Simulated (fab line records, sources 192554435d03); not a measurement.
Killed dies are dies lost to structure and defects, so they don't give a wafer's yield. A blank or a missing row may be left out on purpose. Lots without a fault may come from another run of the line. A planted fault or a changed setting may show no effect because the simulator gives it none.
Chamber matching | flow n5_finfet | N5_BEOL_M6_ILD_DEP_00 on pecvd-04: 3 sister chambers
The step deposits SiCOH lowk from DEMS/porogen, target thk 179.75 nm, time 33.4 s. 6 wafers are shown with their chamber, then 10 later ones without.

WAFERS WITH THEIR CHAMBER
wafer  | chamber | throttle_valve_pct (%) | heater_power_w (W)
L088.1 | 2       | 13.4                   | 277
L090.2 | 2       | 13.5                   | 278
L090.3 | 0       | 13.8                   | 270
L090.6 | 1       | 14.3                   | 238
L092.1 | 0       | 13.6                   | 319
L092.3 | 1       | 13.7                   | 291

WAFERS WITHOUT THEIR CHAMBER
wafer  | throttle_valve_pct (%) | heater_power_w (W)
L092.6 | 14.3                   | 230
L093.1 | 13.6                   | 251
L093.3 | 14.0                   | 232
L093.6 | 13.4                   | 263
L095.1 | 14.1                   | 264
L095.2 | 13.8                   | 281
L095.5 | 13.4                   | 272
L097.1 | 13.9                   | 323
L097.2 | 14.0                   | 299
L097.5 | 13.7                   | 324

WHICH CHAMBER EACH WENT THROUGH
wafer  | from the rows above          | in truth
L092.6 | can't be placed: 1 or 0 or 2 | 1
L093.1 | can't be placed: 2 or 0 or 1 | 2
L093.3 | can't be placed: 1 or 0 or 2 | 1
L093.6 | can't be placed: 2 or 0 or 1 | 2
L095.1 | can't be placed: 1 or 0      | 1
L095.2 | can't be placed: 0 or 1 or 2 | 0
L095.5 | can't be placed: 2 or 0      | 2
L097.1 | can't be placed: 0 or 1 or 2 | 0
L097.2 | can't be placed: 0 or 1 or 2 | 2
L097.5 | can't be placed: 0 or 2 or 1 | 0
Placed correctly: 0 of 10. Can't be placed from these rows: 10 (the true chamber is among the candidates in 10). Placed wrongly: 0.
How it was worked out, from the rows above alone: a wafer's distance from a chamber is the root of the sum, over the readings, of the square of ((its reading less the chamber's mean) divided by the reading's scatter). The wafer belongs to the nearest chamber; if the next one is less than 2 further off, it can't be placed. A chamber's mean is the mean of its shown wafers. The scatter: the root of (the sum of the squares of (reading less its chamber's mean) over the shown wafers, divided by (wafers less chambers)).
